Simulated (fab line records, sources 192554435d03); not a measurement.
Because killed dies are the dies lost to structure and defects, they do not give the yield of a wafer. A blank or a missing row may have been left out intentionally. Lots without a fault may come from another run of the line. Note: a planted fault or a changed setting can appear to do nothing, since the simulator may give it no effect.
The same fault as seen by 2 desks / flow n5Finfet / each desk holds nothing but its own numbers, with what lay behind them at the end

## METROLOGY DESK
Lot by lot, what the gauges showed, no matter which tool ran the lot: averages of those sampled wafers that carry a number. If a lot's mean is further than 4 standard deviations from the usual mean, the lot is out of limits and carries the mark OUT (the distance appears in the brackets).
Columns: A = cdNm at N5_PASSIVATION_CD_MEAS_30, usual 3999.8 nm
lot=L492; first seen here=day 11 18:20; A=3997.3
lot=L493; first seen here=day 12 11:24; A=4001.5
lot=L494; first seen here=day 12 16:43; A=3999.5
lot=L495; first seen here=day 13 03:46; A=4000.8
lot=L498; first seen here=day 13 21:19; A=4001.0
lot=L497; first seen here=day 13 21:22; A=3997.0
lot=L499; first seen here=day 14 17:16; A=3999.2
lot=L507; first seen here=day 16 11:13; A=4000.5
lot=L506; first seen here=day 16 11:34; A=3999.1
lot=L511; first seen here=day 17 14:18; A=4001.6
lot=L510; first seen here=day 17 14:46; A=4002.2
This desk's finding: nothing out of limits on any of the 11 lots.

## AT THE TOOL OWNER'S DESK: pvdSputter-03
The tool's own readings at N5_BEOL_M10_SPUTTER_48 (material Cu, target thk 12 nm, time 2 s): means of the sampled wafers that have a number, for each lot that ran on this tool. If a lot's mean is further than 4 standard deviations from the usual mean, the lot is out of limits and carries the mark OUT (the distance appears in the brackets).
Columns: A = chamberPressurePa at N5_BEOL_M10_SPUTTER_48, usual 0.13001 Pa; B = throttleValvePct at N5_BEOL_M10_SPUTTER_48, usual 29.9 %
lot=L492; first seen here=day 10 00:19; A=0.12980; B=30.9
lot=L494; first seen here=day 10 12:45; A=0.13002; B=29.9
lot=L497; first seen here=day 12 02:22; A=0.13010; B=31.0
lot=L498; first seen here=day 12 02:26; A=0.13004; B=30.1
lot=L507; first seen here=day 14 14:21; A=0.13004; B=31.2
lot=L506; first seen here=day 14 14:46; A=0.12993; B=30.2
This desk's finding: nothing out of limits on any of the 6 lots.

## BROUGHT TOGETHER
Nothing out of limits was seen by the metrology desk.
The tool owner's desk saw nothing out of limits.

## WHAT HAD BEEN PUT IN BY THE SIMULATOR
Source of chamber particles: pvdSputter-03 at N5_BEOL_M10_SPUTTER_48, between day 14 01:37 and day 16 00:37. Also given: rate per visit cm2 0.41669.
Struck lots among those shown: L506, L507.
